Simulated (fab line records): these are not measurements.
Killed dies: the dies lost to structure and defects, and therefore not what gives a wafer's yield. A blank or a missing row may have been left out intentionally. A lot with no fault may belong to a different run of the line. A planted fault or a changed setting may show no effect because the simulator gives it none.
Split-lot trial | flow n5-finfet | on a route of 1938 steps: 7 lots, 21 wafers read

## ABOUT THE SPLIT
At N5_BEOL_M4_DESCUM_16 (chemistry O2, time 7 s), the setting time-s was moved away from the recipe's 7 s on 5 of the 21 wafers read, by -16.3% to +19.1%. The other wafers ran this setting at the recipe's value.

## SPLIT TO READING: what lies between them in the file, 1 step
- N5_BEOL_M4_ETCH_74: etches underlayer in N2/H2, target depth 6.5 nm, time 5.2 s

## THE READING
CAR-EUV_of_BEOL_M4_COAT_05.thk-nm (the simulator's own value, which no gauge read), in nm, at N5_BEOL_M4_ETCH_63 (etches SiARC in CF4, target depth 15.6 nm, time 26 s). No usual value for it is given in the file. Average 11.2 nm, standard deviation 0.078 nm, over the 16 wafers here run with the recipe.

wafer  | tool, chamber at the split | time-s as run, s | against the recipe | CAR-EUV_of_BEOL_M4_COAT_05.thk-nm, nm | against lot-mates on the recipe
L074.1 | rie-diel-02, 1,2,2         | 7                | recipe             | 11.2                                  | -
L074.3 | rie-diel-02, 1,2,2         | 7                | recipe             | 11.2                                  | -
L074.5 | rie-diel-02, 1,2,2         | 7                | recipe             | 11.2                                  | -
L075.1 | rie-diel-01, 1             | 7                | recipe             | 11                                    | -
L075.3 | rie-diel-01, 3             | 7                | recipe             | 11                                    | -
L075.6 | rie-diel-01, 0             | 7.52             | +7.4%              | 10.8                                  | -0.2
L076.3 | rie-diel-02, 1             | 7                | recipe             | 11.2                                  | -
L076.5 | rie-diel-02, 1,0           | 7                | recipe             | 11.2                                  | -
L076.6 | rie-diel-02, 1,0           | 7                | recipe             | 11.2                                  | -
L079.1 | rie-diel-02, 3             | 8.335            | +19.1%             | 10.6                                  | -0.6
L079.5 | rie-diel-02, 1,0           | 7                | recipe             | 11.2                                  | -
L079.6 | rie-diel-02, 1,0           | 7                | recipe             | 11.2                                  | -
L091.1 | rie-diel-02, 2,3           | 7                | recipe             | 11.2                                  | -
L091.5 | rie-diel-02, 2,3           | 7                | recipe             | 11.2                                  | -
L091.3 | rie-diel-02, 1             | 7.413            | +5.9%              | 11                                    | -0.2
L089.2 | rie-diel-05, 2             | 7                | recipe             | 11.2                                  | -
L089.5 | rie-diel-05, 0             | 7                | recipe             | 11.2                                  | -
L089.4 | rie-diel-05, 2             | 7                | recipe             | 11                                    | -
L096.2 | rie-diel-01, 2             | 7                | recipe             | 11.2                                  | -
L096.3 | rie-diel-01, 3,1           | 5.859            | -16.3%             | 11.6                                  | +0.4
L096.5 | rie-diel-01, 3,1           | 5.859            | -16.3%             | 11.6                                  | +0.4
If several chambers appear in one row, that row covers several wafers at once and the file leaves open which wafer was in which chamber.

FIT RESULTS
A straight line over all 21 wafers: CAR-EUV_of_BEOL_M4_COAT_05.thk-nm changes by -0.0291 nm for each +1% of time-s; r = -0.94; the points scatter about the line by 0.079 nm.
The same after taking each lot's own level away (the mean of its wafers on the recipe; 21 wafers): -0.0276 nm for each +1%; r = -0.98; scatter 0.044 nm.
That fit puts the effect of the largest move of time-s on the reading at 0.53 nm.
The lots' own levels span 11.00 to 11.20 nm, that is 2.6 times the standard deviation above.
Hence the lot-to-lot level has little effect on the slope; both slopes agree.
Check: with one of the wafers moved furthest among these (+19.1%) left out of the fit, the line predicts -0.489 nm for it against its lot-mates. It came out at -0.6 nm against them.

## FURTHER SPLITS ON THESE WAFERS
Before the reading, these wafers also passed through other splits. Each is held against what the fit with the lots' levels taken away leaves over:
other split on the same wafers    | wafers away from the commonest value | r with CAR-EUV_of_BEOL_M4_COAT_05.thk-nm (lot level and that fit taken away)
N5_BEOL_M2_EXPOSE_08 dose-mj      | 11                                   | +0.07
N5_BEOL_M2_DESCUM_16 time-s       | 6                                    | +0.00
N5_BEOL_M2_TRENCH_ETCH_37 bias-w  | 7                                    | +0.04
N5_BEOL_M3_ETCH_41 target-depth-a | 6                                    | -0.10

## THE WHOLE CHAIN: every reading that the file lists as answering this split, in the file's order
step                 | what it does                                                | reading                                                                            | change (the file's fit)                | r (the file's)
N5_BEOL_M4_DESCUM_16 | chemistry O2, time 7 s                                      | CAR-EUV_of_BEOL_M4_COAT_05.thk-nm (the simulator's own value, which no gauge read) | -0.0322 nm for each +1% of the setting | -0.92
N5_BEOL_M4_ETCH_74   | etches underlayer in N2/H2, target depth 6.5 nm, time 5.2 s | CAR-EUV_of_BEOL_M4_COAT_05.thk-nm (the simulator's own value, which no gauge read) | -0.0301 nm for each +1% of the setting | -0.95
N5_BEOL_M4_ETCH_63   | etches SiARC in CF4, target depth 15.6 nm, time 26 s        | CAR-EUV_of_BEOL_M4_COAT_05.thk-nm (the simulator's own value, which no gauge read) | -0.0287 nm for each +1% of the setting | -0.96

## FILE'S OWN FIT
CAR-EUV_of_BEOL_M4_COAT_05.thk-nm changes by -0.0287 nm for each +1% of time-s, r = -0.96.
